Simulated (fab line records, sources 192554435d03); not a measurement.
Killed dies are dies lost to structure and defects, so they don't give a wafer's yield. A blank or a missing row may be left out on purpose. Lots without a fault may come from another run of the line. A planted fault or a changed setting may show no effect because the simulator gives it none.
A struck lot beside a sound one | flow n5_finfet | 15 steps out of a route of 1938
Sound: wafers L511.2, L511.3, L511.6. Struck: wafer L515.1. (L515.3, L515.4 of the same lot were not struck and are left out.) The cause comes at the end.
At each step with rows: each side's tool, then ch and its chambers, then its first start. Under that, the readings that differ: sound wafers | struck wafers | difference of the means | sigmas: that difference in standard deviations of wafers without a fault.
alike: readings whose means differ by less than 2 such deviations, and words and numbers that are the same on both sides. not compared: withheld readings, readings that some wafer has no value for, bounds like >300 that may hide the same value, and numbers for which the record gives no deviation and whose values overlap.
The two part at a step that has a row with sigmas, a row that says differs or no value, or rows on one side only. Numbers that don't overlap but have no deviation are shown without sigmas and don't part them. A reading that every wafer of one side lacks parts them only if that side has two wafers or more.

N5_SD_ACTIVATION_LSA_01: time 0.0008 s.
  sound on laser_anneal-01 ch 0, day 6 00:11; struck on laser_anneal-01 ch 0, day 6 19:22
  alike: wafer_temp_C_max
N5_SD_ACTIVATION_RS_MEAS_03: measures by four-point-probe.
  sound on film_metro-02, day 6 00:23; struck on film_metro-01, day 6 19:34
  alike: RS_SD_N, RS_SD_P
N5_SD_ACTIVATION_INSPECT_02: inspects for defects (darkfield).
  sound on defect_inspect-02, day 6 00:41; struck on defect_inspect-01, day 6 19:53
  alike: raw_defect_count
N5_ILD0_LINER_00: material SiNx, target thk 4 nm, pulse time 1 s, purge time 2 s.
  sound on ald_sin-03 ch 2,3, day 6 00:43; struck on ald_sin-03 ch 3, day 6 20:52
  alike: chamber_pressure_Torr, heater_power_w, precursor_pulse_height_rel
then, 2 steps without rows for these wafers: N5_ILD0_FCVD_FILL_01 (material SiO2 flowable, target thk 200 nm, time 328.3 s); N5_ILD0_CURE_02 (time 1800 s).
N5_ILD0_CMP_03: polishes, stops on SiNx, t overpolish 1.9 s, target thk 197.38 nm.
  sound on cmp-02 ch 0,2,3, day 6 03:31; struck on cmp-03 ch 0, day 6 23:16
  alike: motor_current_A, overpolish_run_s, time_to_endpoint_s
N5_ILD0_THK_MEAS_04:
  sound on film_metro-01, day 6 03:44; struck on film_metro-02, day 6 23:31
  alike: thk_nm
N5_ILD0_CMP_07: polishes SiO2 flowable, stops on poly-Si, t overpolish 1.18 s, target thk 138.88 nm.
  sound on cmp-03 ch 0,1, day 6 03:46; struck on cmp-01 ch 0, day 6 23:33
  alike: motor_current_A
N5_ILD0_THK_MEAS_08:
  sound on film_metro-02, day 6 04:04; struck on film_metro-02, day 6 23:51
  alike: thk_nm
then, 1 step without rows for these wafers: N5_ILD0_PRECLEAN_10 (cleans in NF3:NH3, afs cycles 5, time 20 s, sublimation time 60 s).
N5_ILD0_ALD_15: deposits SiNx, target thk 24 nm, pulse time 1 s, ald cycles 480.
  sound on ald_sin-04 ch 0,2, day 6 04:47; struck on ald_sin-01 ch 0, day 7 00:34
  reading                               | sound       | struck | difference | sigmas
  ald_cycles                            | 480 480 480 | 426    | -54        |
  heater_power_w (W)                    | 890 849 888 | 734    | -142       | -2
  model.SiNx_of_ILD0_ALD_15.thk_nm (nm) | 24 24 23.8  | 21.4   | -2.5       |
  alike: chamber_pressure_Torr, precursor_pulse_height_rel
N5_ILD0_CMP_12: polishes SiNx, stops on poly-Si, t overpolish 6 s, target thk 17.67 nm.
  sound on cmp-01 ch 0,1,2, day 6 06:59; struck on cmp-03 ch 2, day 7 02:48
  alike: motor_current_A
-- the record jumps here: 8 days lie between the struck wafers' starts before and after (it left off in module ILD0 and takes up again in module BEOL_M4, whose first step shown is number 1111 of the route) --
N5_BEOL_M4_RC_MEAS_101:
  sound on prober-01 ch 0, day 13 16:00; struck on prober-02 ch 0, day 15 11:40
  alike: DIBL_N, DIBL_P, IOFF_N, IOFF_P, ION_N, ION_P, SS_N, SS_P, VT_N, VT_P
N5_PASSIVATION_PROBE_49:
  the record has rows for the sound wafers here (prober-01, day 19 03:35) and none for the struck ones

WHERE THEY PART
First at N5_ILD0_ALD_15; last, within this record, at N5_PASSIVATION_PROBE_49.

WHY: what the simulator had put in
Process parameter drift: ald_sin-01, from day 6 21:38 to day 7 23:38, at N5_ILD0_ALD_15. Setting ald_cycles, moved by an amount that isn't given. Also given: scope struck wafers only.
